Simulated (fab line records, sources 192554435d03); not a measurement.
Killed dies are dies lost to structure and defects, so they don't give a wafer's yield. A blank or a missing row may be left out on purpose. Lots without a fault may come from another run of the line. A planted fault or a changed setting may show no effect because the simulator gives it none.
fab line records | flow n5_finfet
record lots=5 wafers=15 last_day=17
route steps=1938 shown GATE_CUT@491 BEOL_M4@1111
lots that met no fault: from a run of the same line without faults
start_h: hours from the record's first day to the start of the lot's first wafer shown | wait_h: hours since the lot's step before | " the same as in the row above | L1.1+2: a row that stands for several wafers | - no value, or no start given | * or withheld: withheld | < > ~ a bound
route shown NAME@n: a module of which the file shows steps, and the number in the route of the first | usual: mean/standard deviation of fault-free wafers | same: alike in all rows | chamber/n: place in a boat | sites: the reading at each site | _std_site: their standard deviation | _edge_site: outer sites' mean less inner sites' | radius_mm: how far each site lies from the wafer's centre | mask NAME#n: copy n | behind: the tool/chamber that last shaped the wafer | hold: why the lot was held/for how many hours/how that ended | device: the transistor (n, p or np) that didn't switch | end of line: the same wafers' tests at the end of the route | a step without rows: its recipe alone | killed: dies lost to structure and defects at the first sort, not the wafer's yield | map: a wafer's dies, x killed, . not, _ none there
set.NAME: the setting as run; set.NAME@STEP: as run at that earlier step | model.NAME: the simulator's own value behind a step, which no gauge read
lots at some steps of the route; a table a step, a row a wafer
services: from which hour (start_h, from the record's first day; less than 0 if before it) a tool's chamber was out of use, for how many hours, and why
## steps
# step N5_GATE_CUT_ETCH_28
# recipe chemistry=N2/H2 target=underlayer target_depth_a=130 mask_material=CAR-EUV time_s=10.4 ion_energy_ev=200 pressure_mtorr=30 source_w=840 bias_w=150 n2_flow_sccm=200 h2_flow_sccm=200 ends=cleared
# step N5_GATE_CUT_ETCH_36
# recipe chemistry=CF4 target=SiARC target_depth_a=130 mask_material=CAR-EUV time_s=21.7 ion_energy_ev=80 pressure_mtorr=40 source_w=545 bias_w=36 Ar_flow_sccm=100 cf4_flow_sccm=100 ends=cleared
# step N5_GATE_CUT_ETCH_37
# recipe chemistry=N2/H2 target=SOC target_depth_a=600 overetch_a=120 mask_material=SiARC temp_c=40 time_s=90 ion_energy_ev=200 pressure_mtorr=30 source_w=840 bias_w=150 n2_flow_sccm=200 h2_flow_sccm=200
# step N5_GATE_CUT_STRIP_38
# recipe chemistry=N2/H2 temp_c=40 n2_flow_sccm=200 h2_flow_sccm=200 rf_frequency_hz=6e+07
# step N5_GATE_CUT_STRIP_39
# recipe chemistry=N2/H2 temp_c=40 n2_flow_sccm=200 h2_flow_sccm=200 rf_frequency_hz=6e+07
# step N5_GATE_CUT_HM_OPEN_40
# recipe chemistry=C4F6/O2 target=SiO2 mask_material=SiARC target_depth_a=1390 time_s=85.1 ion_energy_ev=250 pressure_mtorr=30 source_w=345 bias_w=185 Ar_flow_sccm=300 C4F6_flow_sccm=10 O2_flow_sccm=10 ends=cleared
# step N5_GATE_CUT_STRIP_41
# recipe chemistry=CF4 resist=SiARC power_w=300 bias_power_w=75 pressure_mtorr=50 cf4_flow_sccm=150 rf_frequency_hz=6e+07
# step N5_GATE_CUT_STRIP_42
# recipe chemistry=O2 power_w=400 temp_c=40 pressure_mtorr=30 rf_frequency_hz=6e+07 bias_power_w=0 overash_fraction=0.3 o2_flow_sccm=225
# usual drypump_motor_current_A=5.7/0.5 oes_product_au=0.80/0.089 rf_vpp_V=3.7/0.47 showerhead_plenum_p_Torr=2.11/0.078 throttle_valve_pct=16.70/0.22
# columns lot.wafer tool chamber start_h wait_h drypump_motor_current_A oes_product_au rf_hours_counter_h rf_vpp_V showerhead_plenum_p_Torr throttle_valve_pct
L620.1 rie_diel-02 0 115.54 0.0 5.1 0.69 250 3.6 1.97 17.21
L620.4 " 1 " " 5.6 0.76 - 3.7 2.19 16.70
L620.6 " 0 " " 5.1 0.69 - 3.4 1.97 17.20
L627.1 rie_diel-06 0 163.63 0.0 5.7 0.86 37 4.2 2.13 16.26
L627.3 " 3 " " 6.5 0.84 74 3.3 2.04 16.67
L627.5 " 3 " " 6.5 0.84 - 3.2 2.04 16.68
L628.1 rie_diel-02 3 166.84 0.0 6.6 0.98 2 3.1 2.16 16.36
L628.5 " 2 " " 5.1 0.81 - 3.1 2.03 16.57
L628.6 " 3 " " 6.6 0.98 - 3.5 2.16 16.37
L636.1 rie_diel-05 3 214.23 0.0 5.7 0.96 5 2.4 2.24 16.50
L636.3 " 0 " " 5.6 0.94 13 3.6 2.06 16.30
L636.5 " 2 " " 5.4 0.73 - 3.0 2.08 17.01
L637.3 rie_diel-06 2 222.74 0.0 6.5 0.77 164 3.8 2.09 16.78
L637.4 " 0 " " 5.7 0.84 54 3.4 2.12 16.29
L637.5 " 1 " " 5.5 0.72 - 3.7 1.99 16.64
# step N5_GATE_CUT_ETCH_19
# recipe chemistry=CH3F/O2 target=SiNx mask_material=SiO2 target_depth_a=537 time_s=76.7 pressure_mtorr=30 source_w=395 bias_w=73 Ar_flow_sccm=150 CH3F_flow_sccm=30 O2_flow_sccm=20 ion_energy_ev=120 ends=cleared
# step N5_GATE_CUT_CUT_ETCH_53
# recipe chemistry=SF6/Cl2 target=W mask_material=SiO2 target_depth_a=792 pressure_mtorr=8 icp_w=900 bias_w=80 SF6_flow_sccm=40 Cl2_flow_sccm=60 ends=cleared
# usual drypump_motor_current_A=5.8/0.41 etch_rf_on_time_s=26.2/0.35 oes_product_au=0.66/0.096 throttle_valve_pct=28.86/0.12
# columns lot.wafer tool chamber start_h wait_h drypump_motor_current_A etch_rf_on_time_s oes_product_au rf_hours_counter_h throttle_valve_pct
L620.1 rie_metal-01 1 115.78 0.1 5.3 26.0 0.57 116 28.73
L620.4 " 0 " " 5.4 25.8 0.65 - 28.89
L620.6 " 0 " " 5.4 25.9 0.64 - 28.90
L627.1 rie_metal-02 0 163.78 0.1 5.7 26.7 0.62 77 29.05
L627.3 " 0 " " 5.8 26.6 0.63 - 29.03
L627.5 " 0 " " 5.7 26.5 0.63 - 29.02
L628.1 rie_metal-02 0 166.98 0.1 5.7 26.8 0.63 77 29.03
L628.5 " 1 " " 6.3 26.0 0.80 - 28.78
L628.6 " 0 " " 5.7 26.9 0.63 - 29.05
L636.1 rie_metal-01 0 214.38 0.1 5.4 26.3 0.62 83 28.92
L636.3 " 0 " " 5.4 26.2 0.63 - 28.91
L636.5 " 0 " " 5.4 26.3 0.62 - 28.94
L637.3 rie_metal-01 1 222.91 0.1 5.3 26.4 0.55 - 28.73
L637.4 " 0 " " 5.4 26.3 0.62 - 28.91
L637.5 " 1 " " 5.4 26.2 0.55 - 28.73
# step N5_GATE_CUT_CUT_ETCH_54
# recipe chemistry=Cl2/BCl3 target=TiN mask_material=SiO2 target_depth_a=967 pressure_mtorr=10 icp_w=1000 bias_w=126 Cl2_flow_sccm=53.25 bcl3_flow_sccm=21.75 Ar_flow_sccm=25 ends=cleared
# step N5_GATE_CUT_CUT_ETCH_55
# recipe chemistry=BCl3 target=HfO2 mask_material=SiO2 target_depth_a=32 ion_energy_ev=30 pressure_mtorr=5 icp_w=450 bias_w=18 bcl3_flow_sccm=80
# step N5_GATE_CUT_ETCH_47
# recipe chemistry=Cl2/BCl3 target=SiO2 target_depth_a=100 pressure_mtorr=10 icp_w=1000 bias_w=126 Cl2_flow_sccm=53.25 bcl3_flow_sccm=21.75 Ar_flow_sccm=25
# usual drypump_motor_current_A=5.8/0.4 oes_product_au=0.73/0.11 throttle_valve_pct=22.75/0.12
# columns lot.wafer tool chamber start_h wait_h drypump_motor_current_A oes_product_au rf_hours_counter_h throttle_valve_pct model.etch.depth_nm model.SiO2_of_GATE_CUT_HM_DEP_46.thk_nm
L620.1 rie_metal-01 1 115.93 0.0 5.3 0.63 116 22.63 10.11 104.2
L620.4 " 0 " " 5.4 0.71 - 22.83 10.01 107
L620.6 " 0 " " 5.4 0.71 - 22.83 9.968 106.6
L627.1 rie_metal-02 0 163.93 0.0 5.7 0.71 77 22.89 10.08 106
L627.3 " 0 " " 5.7 0.71 - 22.89 10.09 106.4
L627.5 " 0 " " 5.8 0.71 - 22.88 10.13 105.4
L628.1 rie_metal-02 0 167.13 0.0 5.7 0.92 77 22.88 14.75 101.2
L628.5 " 1 " " 6.3 0.87 - 22.64 10.09 107.2
L628.6 " 0 " " 5.7 0.70 - 22.88 10.09 107.8
L636.1 rie_metal-01 0 214.53 0.0 5.5 0.69 83 22.86 9.989 105
L636.3 " 0 " " 5.5 0.68 - 22.84 9.92 105.6
L636.5 " 0 " " 5.5 0.68 - 22.86 9.916 106.6
L637.3 rie_metal-01 1 223.05 0.0 5.3 0.61 - 22.64 10.01 103.6
L637.4 " 0 " " 5.4 0.68 - 22.85 9.897 105.8
L637.5 " 1 " " 5.3 0.62 - 22.66 10.02 107
# step N5_GATE_CUT_VAPOR_ETCH_48
# recipe chemistry=BCl3/Cl2 target=TiN mode=isotropic
# step N5_GATE_CUT_VAPOR_ETCH_49
# recipe chemistry=BCl3/Cl2 target=TiAlC mode=isotropic
# usual drypump_motor_current_A=5.8/0.4 oes_product_au=0.73/0.11
# columns lot.wafer tool chamber start_h wait_h drypump_motor_current_A oes_product_au
L620.1 rie_metal-01 1 115.99 0.0 5.3 0.62
L620.4 " 0 " " 5.4 0.71
L620.6 " 0 " " 5.4 0.69
L627.1 rie_metal-02 0 163.99 0.0 5.7 0.71
L627.3 " 0 " " 5.7 0.71
L627.5 " 0 " " 5.7 0.70
L628.1 rie_metal-02 0 167.19 0.0 5.7 0.71
L628.5 " 1 " " 6.3 0.88
L628.6 " 0 " " 5.7 0.71
L636.1 rie_metal-01 0 214.59 0.0 5.4 0.69
L636.3 " 0 " " 5.4 0.69
L636.5 " 0 " " 5.4 0.69
L637.3 rie_metal-01 1 223.11 0.0 5.3 0.60
L637.4 " 0 " " 5.4 0.68
L637.5 " 1 " " 5.3 0.60
# step N5_GATE_CUT_VAPOR_ETCH_51
# recipe chemistry=BCl3/Cl2 target=HfO2 mode=isotropic
# usual drypump_motor_current_A=5.8/0.4 oes_product_au=0.73/0.11
# columns lot.wafer tool chamber start_h wait_h drypump_motor_current_A oes_product_au
L620.1 rie_metal-01 1 116.02 0.0 5.3 0.63
L620.4 " 0 " " 5.4 0.71
L620.6 " 0 " " 5.4 0.70
L627.1 rie_metal-02 0 164.02 0.0 5.8 0.70
L627.3 " 0 " " 5.7 0.71
L627.5 " 0 " " 5.8 0.71
L628.1 rie_metal-02 0 167.22 0.0 5.7 0.70
L628.5 " 1 " " 6.3 0.88
L628.6 " 0 " " 5.7 0.71
L636.1 rie_metal-01 0 214.62 0.0 5.4 0.69
L636.3 " 0 " " 5.5 0.69
L636.5 " 0 " " 5.5 0.69
L637.3 rie_metal-01 1 223.14 0.0 5.3 0.61
L637.4 " 0 " " 5.5 0.69
L637.5 " 1 " " 5.3 0.62
# step N5_GATE_CUT_STRIP_21
# recipe chemistry=N2/H2 time_s=30 power_w=1000 temp_c=250 pressure_mtorr=withheld n2_flow_sccm=1750 h2_flow_sccm=3250
# usual drypump_motor_current_A=5.83/0.057 heater_power_w=356/39
# columns lot.wafer tool chamber start_h wait_h drypump_motor_current_A heater_power_w rf_hours_counter_h
L620.1 plasma_asher-02 1 116.07 0.0 5.81 330 44
L620.4 " 1 " " 5.78 324 -
L620.6 " 1 " " 5.78 333 -
L627.1 plasma_asher-02 0 164.07 0.0 5.91 405 54
L627.3 " 1 " " 5.77 332 -
L627.5 " 0 " " 5.94 408 -
L628.1 plasma_asher-02 1 167.27 0.0 5.78 328 54
L628.5 " 1 " " 5.78 333 -
L628.6 " 0 " " 5.89 408 -
L636.1 plasma_asher-02 0 214.67 0.0 5.90 403 63
L636.3 " 1 " " 5.76 327 -
L636.5 " 0 " " 5.87 402 -
L637.3 plasma_asher-01 0 223.20 0.1 5.85 354 -
L637.4 " 1 " " 5.81 309 -
L637.5 " 1 " " 5.85 302 -
# step N5_GATE_CUT_STRIP_29
# recipe chemistry=post_etch_residue_remover time_s=60 temp_c=25 remover_ph=withheld remover_water_wt_pct=withheld remover_fluoride_wt_pct=withheld
# step N5_GATE_CUT_SRD_52
# recipe dry=ipa_marangoni time_s=30 temp_c=23 rinse_liquid=diw
# step N5_GATE_CUT_ALD_22
# recipe material=SiNx target_thk_a=160 temp_c=400 ald_precursor_family=SiH2I2 ald_co_reactant=N2/H2-plasma pulse_time_s=1 ald_cycles=320 purge_time_s=2 co_reactant_purge_time_s=2 pressure_torr=2
# step N5_GATE_CUT_CMP_23
# recipe stop_on=SiO2 t_overpolish_s=23.4 post_cmp_clean=alkaline_brush down_force_psi=2.5 platen_rpm=51.8 pad_velocity_m_s=1.0307 target_thk_nm=16
# usual motor_current_A=9.3/1 overpolish_run_s=23.401/0.009 time_to_endpoint_s=19.3/1.9
# columns lot.wafer tool chamber start_h wait_h motor_current_A overpolish_run_s time_to_endpoint_s model.SiO2_of_GATE_CUT_HM_DEP_46.thk_nm
L620.1 cmp-04 1 117.79 0.8 10.6 23.388 18.4 102.2
L620.4 " 3 " " 8.8 23.403 17.0 105
L620.6 " 0 " " 8.3 23.406 17.6 104.4
L627.3 cmp-01 0 165.76 0.8 9.5 23.402 22.8 104.4
L627.1 " 2 " " 10.2 23.399 22.4 103.8
L627.5 " 3 " " 9.2 23.399 20.7 103.4
L628.1 cmp-02 3 171.85 1.0 10.8 23.407 18.3 99
L628.6 " 0 " " 8.4 23.395 19.4 105.8
L628.5 " 1 " " 8.8 23.397 21.3 105.2
L636.3 cmp-02 3 216.31 0.8 11.4 23.389 19.6 103.6
L636.1 " 0 " " 8.7 23.404 16.2 102.8
L636.5 " 3 " " 11.1 23.401 20.6 104.6
L637.4 cmp-02 0 224.83 0.8 8.6 23.400 18.9 103.8
L637.3 " 3 " " 11.0 23.402 16.5 101.6
L637.5 " 1 " " 8.8 23.392 17.3 104.8
# step N5_GATE_CUT_THK_MEAS_24
# recipe reads=SiO2_of_GATE_CUT_HM_DEP_46+SiO2_flowable_of_ILD0_FCVD_FILL_01
# usual GC_FILL_THK=219.4/2
# columns lot.wafer tool chamber start_h wait_h GC_FILL_THK[nm]
L620.1 film_metro-02 - 118.05 - 217.7
L620.4 " - " " 220.5
L620.6 " - " " 219.5
L627.1 film_metro-01 - 166.01 - 220.3
L627.3 " - " " 219.9
L627.5 " - " " 219.4
L628.1 film_metro-01 - 172.04 - 215.0
L628.5 " - " " 221.4
L628.6 " - " " 222.6
L636.1 film_metro-02 - 216.60 - 217.7
L636.3 " - " " 219.4
L636.5 " - " " 219.7
L637.3 film_metro-02 - 225.12 - 217.2
L637.4 " - " " 219.6
L637.5 " - " " 220.1
# step N5_BEOL_M4_RC_MEAS_101
# usual DIBL_N=36.3/1.2 DIBL_P=36.7/1.5 IOFF_N=0.164/0.02 IOFF_P=0.214/0.024 ION_N=673/8.5 ION_P=461/5.9 SS_N=71.6/0.44 SS_P=73.3/0.55 VT_N=249.4/2.4 VT_P=-250.0/2.3
# columns lot.wafer tool chamber start_h wait_h DIBL_N[mV/V] DIBL_P[mV/V] IOFF_N[nA/um] IOFF_P[nA/um] ION_N[uA/um] ION_P[uA/um] SS_N[mV/dec] SS_P[mV/dec] VT_N[mV] VT_P[mV]
L620.1 prober-01 0 205.52 0.0 36.2 36.5 0.157 0.238 679 466 71.6 73.2 245.6 -245.9
L620.4 " 0 " " 36.4 36.6 0.157 0.240 678 471 71.6 73.6 247.3 -247.6
L620.6 " 0 " " 39.1 39.8 0.214 0.295 692 475 72.5 73.6 248.0 -244.1
L627.1 prober-02 0 247.75 0.0 37.7 36.2 0.166 0.207 667 461 72.1 73.8 248.4 -253.3
L627.3 " 0 " " 38.3 36.9 0.179 0.223 673 457 71.8 74.3 248.9 -247.9
L627.5 " 0 " " 38.0 37.0 0.183 0.222 672 457 71.5 73.8 249.3 -252.9
L628.1 prober-02 0 254.03 0.0 37.5 38.8 0.176 0.203 665 453 72.3 73.5 247.6 -253.1
L628.5 " 0 " " 36.9 37.6 0.158 0.184 666 452 71.1 72.7 251.2 -250.3
L628.6 " 0 " " 38.7 39.2 0.201 0.215 663 450 72.1 73.4 249.5 -252.6
L636.1 prober-01 0 300.04 0.0 36.3 37.0 0.167 0.223 677 466 71.0 72.8 248.7 -250.5
L636.3 " 0 " " 37.6 37.8 0.191 0.241 672 455 72.1 73.7 245.5 -250.5
L636.5 " 0 " " 35.0 35.8 0.150 0.207 676 464 71.3 72.3 247.3 -251.2
L637.3 prober-02 0 303.10 0.3 37.8 37.9 0.176 0.228 681 468 71.1 72.6 248.3 -247.1
L637.4 " 0 " " 37.9 38.0 0.180 0.226 679 464 72.1 73.4 246.9 -251.0
L637.5 " 0 " " 38.6 39.1 0.198 0.242 687 467 72.2 73.1 246.9 -250.7
## services
# columns tool chamber start_h hours kind
rie_metal-02 - 101.95 14.6 pm
rie_diel-06 1 113.05 1.8 repair
rie_diel-02 2 113.09 5.5 repair
rie_diel-02 3 114.85 2.7 repair
rie_diel-02 0 118.74 - clean
rie_diel-02 0 118.74 - consumable_replace:focus_ring
rie_diel-02 0 118.74 - consumable_replace:showerhead
rie_diel-02 0 118.74 18.6 scheduled_down
rie_diel-02 0 118.74 18.6 vent_cycle
rie_diel-05 0 134.07 5.7 repair
cmp-02 - 142.18 7.5 pm
rie_diel-02 3 143.56 - clean
rie_diel-02 3 143.56 - consumable_replace:focus_ring
rie_diel-02 3 143.56 16.6 scheduled_down
rie_diel-02 3 143.56 16.6 vent_cycle
cmp-02 - 153.77 4.0 pm
cmp-02 - 157.77 - consumable_replace:conditioner
cmp-02 - 157.77 - consumable_replace:pad
cmp-04 - 166.09 6.3 pm
cmp-04 - 174.50 1.8 repair
rie_diel-02 2 187.47 42.2 repair
rie_metal-02 - 190.48 2.7 repair
rie_diel-05 - 197.43 0.5 repair
cmp-04 - 212.57 4.0 pm
## key
first_sign none at tools or gauges
model_effect step=N5_GATE_CUT_ETCH_47 value=etch.depth_nm without=9.921 struck=14.75
model_effect step=N5_GATE_CUT_CMP_23 value=SiO2_of_GATE_CUT_HM_DEP_46.thk_nm without=103.8 struck=99
met_at N5_GATE_CUT_ETCH_47
struck_wafers L628.1
onset_between 163.93 167.13
fault kind=process_parameter_drift tool=rie_metal-02 chamber=- onset_h=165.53 steps=N5_GATE_CUT_ETCH_47 channel=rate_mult offset=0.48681 shape=step end_h=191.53 scope=struck_wafers_only
